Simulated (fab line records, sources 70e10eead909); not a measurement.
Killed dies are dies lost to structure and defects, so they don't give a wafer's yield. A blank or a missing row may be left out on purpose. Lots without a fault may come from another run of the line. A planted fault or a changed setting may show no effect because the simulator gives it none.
Which tool did it? | flow nand_harc | 12 lots, 36 wafers sampled, at 1 step of a route of 1159

WHAT THE GAUGES READ, wafer by wafer
NHARC_A_CONTACT_OVL_MEAS_70.
lot  | measured     | on         | overlay_x_nm (nm)
L074 | day 16 23:36 | overlay-01 | 0.1 0.4 0.2
L077 | day 17 03:34 | overlay-01 | 0.7 0.0 0.4
L076 | day 17 14:38 | overlay-02 | -1.1 -1.1 -0.6
L081 | day 18 09:14 | overlay-01 | -1.1 -1.2 -1.1
L082 | day 18 23:56 | overlay-01 | 0.6 0.8 1.1
L087 | day 19 15:25 | overlay-01 | -0.5 -0.2 -0.4
L086 | day 19 20:59 | overlay-01 | 0.1 0.7 0.6
L089 | day 20 07:00 | overlay-02 | 1.2 0.7 0.9
L091 | day 20 13:59 | overlay-02 | -0.6 0.4 -0.2
L092 | day 21 09:27 | overlay-01 | -0.6 -1.0 -1.2
L096 | day 21 17:32 | overlay-02 | -0.4 0.0 0.7
L097 | day 22 11:47 | overlay-01 | 0.3 0.4 0.1

WHICH TOOL RAN EACH LOT (tool, then ch and the chambers of the sampled wafers, then the start)
The record holds no process step before these readings.

THE ANSWER, worked out from the rows above alone
Rule: what is usual is taken from the lots themselves. Put in order of their means at a reading, lots are off if they are a third of the lots or fewer, leave a main group of 4 or more, and stand apart from it by a gap of 3 or more times the standard deviation of the main group's means; of several such gaps the widest counts. A main group whose means are all the same, to the digits that the tables above print for the reading, isn't used. A lot without any number at a reading at which 4 lots or more have one is off too. The other lots that the step has rows for count as sound.
No lot is off at any reading shown: from this, nothing can be told.

WHAT THE SIMULATOR HAD PUT IN
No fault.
